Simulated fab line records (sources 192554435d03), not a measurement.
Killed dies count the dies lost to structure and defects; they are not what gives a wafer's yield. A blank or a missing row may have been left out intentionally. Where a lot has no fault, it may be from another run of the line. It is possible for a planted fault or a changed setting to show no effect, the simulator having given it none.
Matching of chambers | flow n5 finfet | rie diel-04 running N5_BEOL_M4_DESCUM_33: 4 sister chambers
The step chemistry O2, time 7 s. 4 wafers are shown with their chamber, then 11 later ones without.

## WAFERS PAIRED WITH THEIR CHAMBERS
wafer  | chamber | drypump motor current A (A)
L088.4 | 2       | 5.5
L087.1 | 1       | 5.4
L087.4 | 0       | 6.2
L091.1 | 3       | 6.2

## WAFERS WHOSE CHAMBER IS MISSING
wafer  | drypump motor current A (A)
L091.2 | 5.5
L091.6 | 6.2
L095.1 | 6.1
L095.4 | 5.4
L095.5 | 6.2
L094.1 | 6.1
L094.2 | 5.4
L094.4 | 5.5
L096.1 | 6.2
L096.2 | 6.1
L096.3 | 5.4

## CHAMBER TAKEN BY EACH
wafer  | from the rows above     | in truth
L091.2 | can't be placed: 2 or 1 | 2
L091.6 | can't be placed: 0 or 3 | 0
L095.1 | can't be placed: 0 or 3 | 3
L095.4 | can't be placed: 1 or 2 | 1
L095.5 | can't be placed: 0 or 3 | 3
L094.1 | can't be placed: 0 or 3 | 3
L094.2 | can't be placed: 1 or 2 | 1
L094.4 | can't be placed: 2 or 1 | 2
L096.1 | can't be placed: 0 or 3 | 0
L096.2 | can't be placed: 0 or 3 | 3
L096.3 | can't be placed: 1 or 2 | 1
Correct placement for 0 of the 11. Not placeable from these rows: 11 (in 11, the candidates include the true chamber). Wrongly placed: 0.
How it was worked out, from the rows above alone: a wafer's distance from a chamber is the root of the sum, over the readings, of the square of ((its reading less the chamber's mean) divided by the reading's scatter). If the next closest chamber is less than 2 further off than the closest, the wafer can't be placed; otherwise it belongs to the closest. For every chamber, the mean is computed from those of its wafers that are shown. The scatter (one wafer shown for each chamber): square how far every hidden wafer sits from the nearest shown wafer, average those squares and take the square root.
